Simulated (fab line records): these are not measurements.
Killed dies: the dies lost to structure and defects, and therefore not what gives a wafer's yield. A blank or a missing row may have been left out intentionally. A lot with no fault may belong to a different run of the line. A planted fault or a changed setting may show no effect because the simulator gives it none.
fab line records	flow n5Finfet
record lots=9	wafers=27	lastDay=17
route steps=1938 shown MOL_CONTACT_COAG@529 BEOL_M4@1111 PASSIVATION@1936
lots untouched by any fault: they come from a run of this same line in which no faults occurred
startH: the number of hours between the record's first day and the start of the first shown wafer of the lot	waitH: hours elapsed since this lot's preceding step	" identical to the entry in the row above	L1.1+2: a single row standing in for several wafers	- either no value or no given start	* or withheld: withheld	< > ~ a bound
route shown NAME@n: NAME is a module with steps in the file, n the number in the route of the first one	usual: average and standard deviation across the fault-free wafers	same: alike in all rows	chamber/n: place in a boat	sites: each site's reading	_std_site: standard deviation across them	_edge_site: the outer-site mean with the inner-site mean subtracted	radiusMm: for every site, how far away it sits from the centre of the wafer	mask NAME#n: copy n	behind: the last tool/chamber to shape the wafer	hold: reason for holding the lot/hours on hold/outcome of the hold	device: the transistor (n, p or np) that didn't switch	end of line: tests of these same wafers at the route's end	a step given without rows: its recipe and nothing more	killed: dies lost to structure and defects at the first sort, not the wafer's yield	map: a wafer's dies, x killed, . not, _ none there
set.NAME: the setting that was run; set.NAME@STEP: the one run at that earlier step	model.NAME: the simulator's own value behind a step, which no gauge read
the route's steps for a sample of lots (tables are steps, rows are wafers)
services: the hour from which a tool's chamber was out of use, counted from the record's first day as startH (under 0 if before that day), plus the number of hours and why
## steps
# step N5_MOL_CONTACT_COAG_DESCUM_13
# recipe chemistry=O2	timeS=7	sourcePowerW=50	biasPowerW=20	pressureMtorr=20	rfFrequencyHz=2.712e+07	tempC=40	resist=CAR-EUV	o2FlowSccm=225
# usual drypumpMotorCurrentA=5.7/0.33	oesProductAu=0.79/0.079	rfFwdPowerW=49.41/0.2	rfVppV=243.3/1.2	showerheadPlenumPTorr=2.10/0.054	throttleValvePct=20.32/0.28
lot.wafer	tool	chamber	startH	waitH	drypumpMotorCurrentA	oesProductAu	rfFwdPowerW	rfHoursCounterH	rfVppV	showerheadPlenumPTorr	throttleValvePct
L633.2	rieDiel-06	1	92.51	0.4	6.0	0.69	49.42	219	244.6	2.13	20.47
L633.3	"	2	"	"	5.7	0.86	49.42	52	243.8	2.11	20.44
L633.4	"	3	"	"	6.0	0.87	49.65	68	241.6	2.12	20.19
L638.2	rieDiel-01	0	122.00	0.0	5.1	0.90	49.43	15	243.5	2.15	20.34
L638.4	"	2	"	"	5.8	0.69	49.26	222	241.2	1.97	20.77
L638.6	"	3	"	"	5.6	0.88	49.41	-	243.7	2.14	20.60
L639.4	rieDiel-01	1	130.21	0.0	5.6	0.76	49.60	179	244.8	2.18	20.86
L639.5	"	3	"	"	5.5	0.88	49.22	-	245.1	2.14	20.57
L639.6	"	2	"	"	5.8	0.69	49.40	-	239.4	1.97	20.77
L641.1	rieDiel-04	0	141.51	0.0	6.2	0.90	49.29	30	244.9	2.14	20.19
L641.3	"	3	"	"	6.2	0.83	49.67	67	242.4	2.04	20.26
L641.5	"	0	"	"	6.2	0.90	49.22	-	244.0	2.14	20.18
L642.1	rieDiel-06	2	142.79	0.0	5.7	0.84	49.29	71	242.7	2.11	20.46
L642.3	"	1	"	"	5.9	0.67	49.48	236	243.3	2.13	20.49
L642.5	"	1	"	"	5.9	0.68	49.79	-	242.7	2.13	20.50
L644.1	rieDiel-04	3	155.42	0.4	6.1	0.80	49.44	72	242.6	2.03	20.23
L644.4	"	2	"	"	5.5	0.72	49.29	188	243.5	2.13	19.94
L644.5	"	2	"	"	5.5	0.71	49.36	-	245.8	2.13	19.94
L646.1	rieDiel-06	3	166.20	0.0	6.0	0.82	49.85	94	242.8	2.11	20.23
L646.4	"	3	"	"	6.0	0.82	49.70	-	241.6	2.11	20.21
L646.5	"	1	"	"	5.9	0.67	49.57	-	245.7	2.12	20.50
L648.2	rieDiel-06	2	176.39	0.0	5.7	0.83	49.42	83	243.7	2.10	20.50
L648.4	"	3	"	"	6.0	0.83	49.25	98	243.2	2.11	20.23
L648.6	"	1	"	"	5.9	0.67	49.57	-	243.6	2.12	20.51
L656.1	rieDiel-04	1	227.55	0.1	5.4	0.68	49.39	227	242.4	2.08	20.39
L656.2	"	2	"	"	5.5	0.70	49.94	211	243.5	2.12	19.96
L656.6	"	3	"	"	6.1	0.78	49.35	-	242.4	2.03	20.28
# step N5_MOL_CONTACT_COAG_IMPLANT_129
# recipe species=Ge	energyKev=3	doseCm2=6e+14	tiltDeg=0	rotationDeg=0
# usual beamOnS=38/3.3	doseIonsCm2=6e+14/7e+11	endStationPressureTorr=5.9e-06/3.2e-07
lot.wafer	tool	chamber	startH	waitH	beamOnS	doseIonsCm2	endStationPressureTorr
L633.2	implanter-01	0	92.98	0.1	33	6.01e+14	6e-06
L633.3	"	0	"	"	35	6.007e+14	6.3e-06
L633.4	"	0	"	"	36	6.003e+14	6.1e-06
L638.2	implanter-01	0	122.47	0.1	37	6.003e+14	5.5e-06
L638.4	"	0	"	"	35	5.999e+14	5.8e-06
L638.6	"	0	"	"	36	5.992e+14	5.8e-06
L639.4	implanter-01	0	130.73	0.1	35	5.999e+14	6.7e-06
L639.5	"	0	"	"	36	6.001e+14	6e-06
L639.6	"	0	"	"	35	6.002e+14	6e-06
L641.1	implanter-01	0	141.95	0.0	35	5.991e+14	5.3e-06
L641.3	"	0	"	"	36	5.987e+14	6.3e-06
L641.5	"	0	"	"	36	5.991e+14	6.2e-06
L642.1	implanter-02	0	143.22	0.0	43	5.997e+14	6.1e-06
L642.3	"	0	"	"	43	5.991e+14	5.1e-06
L642.5	"	0	"	"	42	6e+14	5.8e-06
L644.1	implanter-02	0	155.85	0.0	44	5.999e+14	5.7e-06
L644.4	"	0	"	"	43	6.003e+14	5.9e-06
L644.5	"	0	"	"	43	5.994e+14	5.5e-06
L646.1	implanter-01	0	166.63	0.0	16	2.68e+14	6.5e-06
L646.4	"	0	"	"	16	2.674e+14	6.4e-06
L646.5	"	0	"	"	15	2.681e+14	6.2e-06
L648.2	implanter-01	0	176.85	0.1	16	2.672e+14	6.7e-06
L648.4	"	0	"	"	16	2.671e+14	6.6e-06
L648.6	"	0	"	"	16	2.675e+14	6.8e-06
L656.1	implanter-02	0	227.98	0.0	42	5.999e+14	5.8e-06
L656.2	"	0	"	"	44	6.003e+14	6.2e-06
L656.6	"	0	"	"	43	5.986e+14	6.2e-06
# step N5_MOL_CONTACT_COAG_TI_SIL_19
# recipe material=Ti	targetThkA=42	tempC=200	chamberPressurePa=5	powerW=5000	timeS=15
# usual substrateTempC=200.01/0.16	susceptorTempC=200.00/0.16	throttleValvePct=29.8/1.3
lot.wafer	tool	chamber	startH	waitH	substrateTempC	susceptorTempC	throttleValvePct
L633.2	pvdSputter-03	-	93.68	0.4	200.03	200.13	28.3
L633.3	"	-	"	"	200.05	200.12	30.2
L633.4	"	-	"	"	200.02	199.95	29.9
L638.2	pvdSputter-03	-	123.33	0.2	199.97	199.99	29.9
L638.4	"	-	"	"	199.92	199.91	30.3
L638.6	"	-	"	"	199.99	200.04	30.1
L639.4	pvdSputter-03	-	131.99	0.2	200.42	199.74	29.9
L639.5	"	-	"	"	200.05	200.14	28.3
L639.6	"	-	"	"	200.26	200.11	30.2
L641.1	pvdSputter-02	-	142.67	0.4	199.99	200.03	27.7
L641.3	"	-	"	"	199.90	200.08	32.4
L641.5	"	-	"	"	199.77	199.96	32.2
L642.1	pvdSputter-03	-	143.66	0.2	200.03	199.75	30.1
L642.3	"	-	"	"	200.10	199.97	29.9
L642.5	"	-	"	"	200.16	199.68	30.1
L644.1	pvdSputter-02	-	158.05	0.2	199.76	200.21	30.8
L644.4	"	-	"	"	199.90	199.93	32.6
L644.5	"	-	"	"	200.00	200.00	32.2
L646.1	pvdSputter-02	-	167.59	0.2	200.07	199.87	32.2
L646.4	"	-	"	"	200.00	199.81	27.6
L646.5	"	-	"	"	199.93	199.84	32.2
L648.2	pvdSputter-03	-	178.69	0.3	200.19	199.73	28.4
L648.4	"	-	"	"	199.87	200.01	30.0
L648.6	"	-	"	"	200.28	200.01	29.8
L656.1	pvdSputter-01	-	229.72	0.3	200.06	200.24	30.9
L656.2	"	-	"	"	199.95	200.12	30.3
L656.6	"	-	"	"	200.04	199.94	30.4
# step N5_MOL_CONTACT_COAG_ANNEAL_113
# recipe tempC=400	timeS=300	ambient=H2/N2
# usual lampPowerPct=2.73/0.06	lamp_zone_3_pct=2.73/0.06	wafer_temp_C_max=401.4/0.38
lot.wafer	tool	chamber	startH	waitH	lampPowerPct	lamp_zone_3_pct	wafer_temp_C_max
L633.2	rtpAnneal-02	0	95.36	0.5	2.67	2.67	400.9
L633.3	"	0	"	"	2.67	2.67	401.5
L633.4	"	0	"	"	2.67	2.67	401.1
L638.2	rtpAnneal-01	0	126.45	1.0	2.79	2.79	401.4
L638.4	"	0	"	"	2.79	2.79	401.4
L638.6	"	0	"	"	2.80	2.79	401.6
L639.4	rtpAnneal-02	0	134.33	0.8	2.67	2.66	401.4
L639.5	"	0	"	"	2.67	2.67	401.1
L639.6	"	0	"	"	2.67	2.67	401.9
L641.1	rtpAnneal-02	0	144.73	0.3	2.67	2.67	401.0
L641.3	"	0	"	"	2.67	2.67	401.5
L641.5	"	0	"	"	2.67	2.67	400.8
L642.1	rtpAnneal-02	0	145.72	0.3	2.67	2.67	401.7
L642.3	"	0	"	"	2.67	2.67	400.9
L642.5	"	0	"	"	2.67	2.67	401.4
L644.1	rtpAnneal-02	0	160.26	0.3	2.66	2.67	401.2
L644.4	"	0	"	"	2.67	2.67	401.0
L644.5	"	0	"	"	2.67	2.67	401.3
L646.1	rtpAnneal-01	0	169.36	0.3	2.79	2.79	402.0
L646.4	"	0	"	"	2.79	2.79	401.1
L646.5	"	0	"	"	2.79	2.79	402.4
L648.2	rtpAnneal-01	0	180.66	0.5	2.79	2.79	401.6
L648.4	"	0	"	"	2.79	2.80	401.9
L648.6	"	0	"	"	2.79	2.79	401.3
L656.1	rtpAnneal-01	0	232.45	0.3	2.79	2.79	401.5
L656.2	"	0	"	"	2.79	2.79	401.3
L656.6	"	0	"	"	2.79	2.80	401.6
# step N5_BEOL_M4_RC_MEAS_101
# usual DIBL_N=36.0/2.2	DIBL_P=35.9/2.6	IOFF_N=0.16/0.038	IOFF_P=0.21/0.042	ION_N=675/15	ION_P=463/10	SS_N=71.5/0.62	SS_P=73.2/0.76	VT_N=250/4.1	VT_P=-251/3.6
lot.wafer	tool	chamber	startH	waitH	DIBL_N[mV/V]	DIBL_P[mV/V]	IOFF_N[nA/um]	IOFF_P[nA/um]	ION_N[uA/um]	ION_P[uA/um]	SS_N[mV/dec]	SS_P[mV/dec]	VT_N[mV]	VT_P[mV]
L633.2	prober-01	0	164.69	0.2	35.0	34.6	0.13	0.20	672	464	71.2	72.7	250	-250
L633.3	"	0	"	"	32.8	32.3	0.11	0.17	658	457	70.6	72.4	256	-251
L633.4	"	0	"	"	33.8	32.1	0.12	0.16	665	461	71.6	72.1	254	-251
L638.2	prober-01	0	195.36	0.2	38.7	39.3	0.21	0.26	690	471	72.2	74.5	245	-249
L638.4	"	0	"	"	36.1	35.5	0.16	0.19	675	459	72.4	73.7	249	-251
L638.6	"	0	"	"	33.1	32.3	0.12	0.16	662	452	71.2	72.1	252	-253
L639.4	prober-01	0	211.21	0.5	43.9	43.5	0.29	0.34	693	471	72.5	75.3	245	-245
L639.5	"	0	"	"	41.1	40.2	0.22	0.26	687	469	72.6	74.2	243	-247
L639.6	"	0	"	"	37.2	35.3	0.14	0.19	684	467	71.3	73.0	252	-255
L642.1	prober-02	0	215.85	0.0	37.8	37.3	0.16	0.19	675	459	71.2	73.3	252	-254
L642.3	"	0	"	"	35.3	34.2	0.12	0.16	644	445	70.9	73.4	259	-256
L642.5	"	0	"	"	35.8	33.6	0.13	0.15	653	446	71.9	72.5	256	-259
L641.1	prober-01	0	219.77	0.0	35.3	34.6	0.13	0.17	673	464	70.8	72.6	251	-255
L641.3	"	0	"	"	37.6	36.8	0.16	0.20	662	450	71.5	74.0	252	-254
L641.5	"	0	"	"	39.0	39.5	0.21	0.24	684	464	72.3	74.1	246	-252
L644.1	prober-01	0	230.50	0.0	38.5	36.9	0.16	0.26	684	475	71.2	73.7	248	-247
L644.4	"	0	"	"	32.9	30.5	0.09	0.17	639	447	70.3	72.9	257	-250
L644.5	"	0	"	"	37.7	36.0	0.16	0.25	674	474	71.4	73.6	248	-245
L646.1	prober-02	0	253.67	0.0	35.7	35.0	0.15	0.19	671	464	70.9	72.2	248	-250
L646.4	"	0	"	"	32.8	31.4	0.11	0.15	669	458	70.7	72.1	253	-254
L646.5	"	0	"	"	36.7	34.6	0.16	0.19	669	456	71.8	72.8	249	-250
L648.2	prober-01	0	264.52	0.2	35.9	34.9	0.14	0.17	669	458	71.9	73.3	253	-257
L648.4	"	0	"	"	34.5	34.9	0.14	0.17	656	451	71.3	74.0	248	-256
L648.6	"	0	"	"	33.3	32.4	0.10	0.15	632	438	71.4	73.3	254	-259
L656.1	prober-02	0	306.35	0.0	36.0	37.0	0.18	0.25	684	464	71.0	73.4	245	-248
L656.2	"	0	"	"	35.7	36.7	0.18	0.25	693	475	71.2	73.6	244	-245
L656.6	"	0	"	"	35.6	37.8	0.19	0.28	700	491	71.5	74.2	245	-245
# step N5_PASSIVATION_PROBE_49
# usual defectLimitedYield=91.4/1.6	killed_at_M0_to_M3=35/10	killed_at_M4_up=12/4.7	killedAtContacts=12/5.8	killedAtFrontEnd=38/12	killedAtOther=4/3.2	killedDies=102/18	killedOpen=68/14	killedShort=32/8	sort_bin_4_leakage=0.00/0.043	sort_bin_5_function=5.1/0.96	sort_bin_6_memory=3.2/0.77	sort_bin_8_speed=0.1/0.39	sortNPass=1078/20	sortYieldPct=91.3/1.7
# same grossDies=1180	killedAtBackSide=0
lot.wafer	tool	chamber	startH	waitH	defectLimitedYield[%]	killed_at_M0_to_M3	killed_at_M4_up	killedAtContacts	killedAtFrontEnd	killedAtOther	killedDies	killedOpen	killedShort	sort_bin_4_leakage[%]	sort_bin_5_function[%]	sort_bin_6_memory[%]	sort_bin_8_speed[%]	sortNPass	sortYieldPct[%]
L633.2	prober-01	-	264.12	0.1	92.4	37	7	6	35	5	90	67	22	0	4.3	3.2	0	1090	92.4
L633.3	prober-01	-	264.17	0.1	94.2	22	5	2	35	4	68	40	28	0	3.5	2.1	0	1112	94.2
L633.4	prober-01	-	264.22	0.2	92.1	34	14	16	28	1	93	66	26	0	4.4	3.3	0	1087	92.1
L648.2	prober-01	-	373.35	0.1	89.1	45	19	7	45	13	129	83	45	0	5.7	4.9	0	1051	89.1
L648.4	prober-01	-	373.45	0.2	89.9	46	17	11	36	9	119	91	28	0	6.4	3.6	0	1061	89.9
L648.6	prober-01	-	373.55	0.3	90.0	48	9	23	32	6	118	81	35	0	5.8	3.9	2.6	1031	87.4
# killed by level:class
L633.2 STI_FIN_REVEAL:geometricParticle:open=11 BEOL_M0_SAQP:geometricParticle:open=9 BEOL_M2:geometricParticle:open=8 DUMMY_GATE:geometricParticle:open=8 BEOL_M1:geometricParticle:open=8 FIN_SAQP:geometricParticle:open=5 MOL_CONTACT_COAG:geometricParticle:open=5 BEOL_M0_SAQP:geometricParticle:short=5
L633.3 STI_FIN_REVEAL:geometricParticle:open=10 FIN_SAQP:geometricParticle:short=8 BEOL_M0_SAQP:geometricParticle:short=5 DUMMY_GATE:geometricParticle:open=4 BEOL_M2:geometricParticle:open=4 FIN_SAQP:geometricParticle:open=3 BEOL_M1:geometricParticle:open=3 STARTING-WAFER:geometricParticle:short=3
L633.4 MOL_CONTACT_COAG:geometricParticle:open=12 STI_FIN_REVEAL:geometricParticle:open=10 BEOL_M2:geometricParticle:open=9 BEOL_M0_SAQP:geometricParticle:open=7 BEOL_M4:geometricParticle:open=5 MOL_CONTACT_COAG:geometricParticle:short=4 BEOL_M0_SAQP:geometricParticle:short=4 BEOL_M1:geometricParticle:open=4
L648.2 BEOL_M0_SAQP:geometricParticle:open=13 FIN_SAQP:geometricParticle:short=12 STI_FIN_REVEAL:geometricParticle:open=12 BEOL_M0_SAQP:geometricParticle:short=12 BEOL_M4:geometricParticle:open=11 BEOL_M3:geometricParticle:open=9 FIN_SAQP:geometricParticle:open=7 MOL_CONTACT_COAG:geometricParticle:open=5
L648.4 BEOL_M3:geometricParticle:open=15 BEOL_M2:geometricParticle:open=11 STI_FIN_REVEAL:geometricParticle:open=9 MOL_CONTACT_COAG:geometricParticle:open=9 BEOL_M0_SAQP:geometricParticle:open=7 FIN_SAQP:geometricParticle:open=6 BEOL_M0_SAQP:geometricParticle:short=6 BEOL_M4:geometricParticle:open=6
L648.6 MOL_CONTACT_COAG:geometricParticle:open=21 BEOL_M0_SAQP:geometricParticle:short=14 BEOL_M0_SAQP:geometricParticle:open=13 BEOL_M3:geometricParticle:open=9 BEOL_M2:geometricParticle:open=8 STI_FIN_REVEAL:geometricParticle:open=7 ILD0:geometricParticle:open=5 DUMMY_GATE:geometricParticle:open=3
## services
tool	chamber	startH	hours	kind
pvdSputter-01	-	69.43	2.3	repair
pvdSputter-03	-	73.07	4.6	repair
rieDiel-06	3	73.33	7.0	repair
rieDiel-04	0	102.22	2.3	repair
implanter-02	-	117.88	4.8	repair
pvdSputter-01	-	150.27	1.8	repair
implanter-01	-	153.51	1.1	repair
rieDiel-06	0	155.65	13.1	repair
implanter-01	-	159.38	5.7	pm
rieDiel-01	1	173.91	5.0	repair
implanter-02	-	180.82	1.0	repair
rieDiel-06	1	187.11	16.2	repair
implanter-02	-	194.07	14.6	pm
rieDiel-01	2	201.16	-	clean
rieDiel-01	2	201.16	-	consumableReplace:focusRing
rieDiel-01	2	201.16	-	consumableReplace:showerhead
rieDiel-01	2	201.16	13.0	scheduledDown
rieDiel-01	2	201.16	13.0	ventCycle
rieDiel-04	1	204.77	9.1	repair
implanter-02	-	220.69	6.9	pm
## key
firstSign step=N5_MOL_CONTACT_COAG_IMPLANT_129	reading=doseIonsCm2	direction=down	sigmas=99+	usual=6e+14	struck=2.675e+14
effect step=N5_MOL_CONTACT_COAG_IMPLANT_129	reading=beamOnS	direction=down	sigmas=6.9	usual=38	struck=16
metAt N5_MOL_CONTACT_COAG_IMPLANT_129
struckLots L646,L648
notActingAt N5_MOL_CONTACT_COAG_DESCUM_13,N5_MOL_CONTACT_COAG_TI_SIL_19,N5_MOL_CONTACT_COAG_ANNEAL_113
onsetBetween 141.95 166.63
fault kind=processParameterDrift	tool=implanter-01	chamber=-	onsetH=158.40	steps=N5_MOL_CONTACT_COAG_IMPLANT_129	channel=doseCm2	offset=-3.3231e+14	shape=step	endH=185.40	actsIn=theseRecipesOnly	stated=6e+14
